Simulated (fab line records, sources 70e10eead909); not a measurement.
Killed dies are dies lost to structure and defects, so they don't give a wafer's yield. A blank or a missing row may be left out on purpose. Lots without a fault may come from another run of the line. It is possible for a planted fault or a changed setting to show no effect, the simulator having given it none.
Struck lot and sound lot, side by side :: flow nand-harc :: 14 steps out of a route of 1159
Sound: the wafers L791.2, L791.3, L791.4. Wafers L784.1, L784.2, L784.4 were the ones struck. The cause is given at the end.
Each step with rows lists, per side, the tool, then ch with its chambers, then its first start. Under that, the readings that differ: sound wafers :: struck wafers :: difference of the means :: sigmas: that difference in standard deviations of wafers without a fault.
alike: words and numbers the same on both sides, and readings whose means are apart by under 2 such deviations; not compared: readings that were withheld, readings missing a value for some wafer, numbers with overlapping values and no deviation given by the record, and bounds like >300 which may hide the same value.
Wherever a step has rows on one side only, a row that says differs or no value, or a row with sigmas, the two part there. Numbers that have no deviation but don't overlap get no sigmas and don't part them. A reading missing from all wafers of one side parts the sides only when that side holds two or more wafers.

first, 5 steps without rows for these wafers: NHARC_A_STAIRCASE_EBR_213; NHARC_A_STAIRCASE_EXPOSE_214 (exposes mask STAIR 3); NHARC_A_STAIRCASE_PEB_215 (peb time 130 s); NHARC_A_STAIRCASE_DEVELOP_216 (time 140 s); NHARC_A_STAIRCASE_HARDBAKE_218 (time 140 s).
NHARC_A_STAIRCASE_DESCUM_219: chemistry O2, time 3 s.
  sound on rie-diel-06 ch 1,2,3, day 16 14:38; struck on rie-diel-06 ch 0,2,3, day 15 00:54
reading: rf-hours-counter-h (h)
sound: 40 45 44
struck: 34 33 27
difference: -12
sigmas: 
  alike: drypump-motor-current-A, mfc-ar-sccm, oes-product-au, rf-vpp-V, showerhead-plenum-p-Torr, throttle-valve-pct
NHARC_A_STAIRCASE_TRIM_220: chemistry O2, time 211.2 s.
  sound on rie-diel-06 ch 1,2,3, day 16 14:43; struck on rie-diel-06 ch 1,2,3, day 15 00:59
reading: rf-hours-counter-h (h)
sound: 44 45 40
struck: 33 32 27
difference: -12
sigmas: 
  alike: drypump-motor-current-A, mfc-ar-sccm, oes-product-au, rf-vpp-V, showerhead-plenum-p-Torr, throttle-valve-pct
then, 1 step without rows for these wafers: NHARC_A_STAIRCASE_ETCH_221 (etches the open film in C4F8/O2, target depth 100 nm, time 40.5 s).
NHARC_A_STAIRCASE_TRIM_222: chemistry O2, time 211.2 s.
  sound: rie-diel-06 ch 1,2,3; struck: rie-diel-06 ch 1,2,3
reading: rf-hours-counter-h (h)
sound: 40 44 45
struck: 27 32 34
difference: -12
sigmas: 
  alike: drypump-motor-current-A, mfc-ar-sccm, oes-product-au, rf-vpp-V, showerhead-plenum-p-Torr, throttle-valve-pct
NHARC_A_STAIRCASE_ETCH_223: etches the open film in C4F8/O2, target depth 100 nm, time 40.5 s.
  sound: rie-diel-06 ch 0,1,3; struck: rie-diel-06 ch 1,2,3
reading: rf-hours-counter-h (h)
sound: 45 46 44
struck: 28 34 32
difference: -14
sigmas: 
  alike: bias-w, chamber-pressure-mTorr, oes-product-au, rf-vpp-V
NHARC_A_STAIRCASE_TRIM_224: chemistry O2, time 211.2 s.
  sound: rie-diel-06 ch 0,2,3; struck: rie-diel-06 ch 0,1,3
reading: rf-hours-counter-h (h)
sound: 46 45 40
struck: 34 34 32
difference: -10
sigmas: 
  alike: drypump-motor-current-A, mfc-ar-sccm, oes-product-au, rf-vpp-V, showerhead-plenum-p-Torr, throttle-valve-pct
NHARC_A_STAIRCASE_ETCH_225: etches the open film in C4F8/O2, target depth 100 nm, time 40.5 s.
  sound on rie-diel-06 ch 0,1,3, day 16 15:20; struck on rie-diel-06 ch 0,2,3, day 15 01:41
  no value came back on the struck wafers for any of 5 readings (bias-w (W), chamber-pressure-mTorr (mTorr) and others); on the sound wafers bias-w (W) reads 1003.3 1000.2 994.8
then, 1 step without rows for these wafers: NHARC_A_STAIRCASE_TRIM_226 (chemistry O2, time 211.2 s).
-- the record jumps here: 8 days lie between the struck wafers' starts before and after (it left off in module A_STAIRCASE and takes up again in module END, whose first step shown is number 1159 of the route) --
NHARC_END_SORT_01:
  at this point the record logs the struck wafers (prober-02 ch 0, day 23 02:50) and has no rows for the sound ones

WHERE THEY PART
Last at NHARC_END_SORT_01 as far as this record goes, first at NHARC_A_STAIRCASE_ETCH_225.

WHY: the cause the simulator had injected
Entire step skipped (rie-diel-06, NHARC_A_STAIRCASE_ETCH_225), from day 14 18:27 onward. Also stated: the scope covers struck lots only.
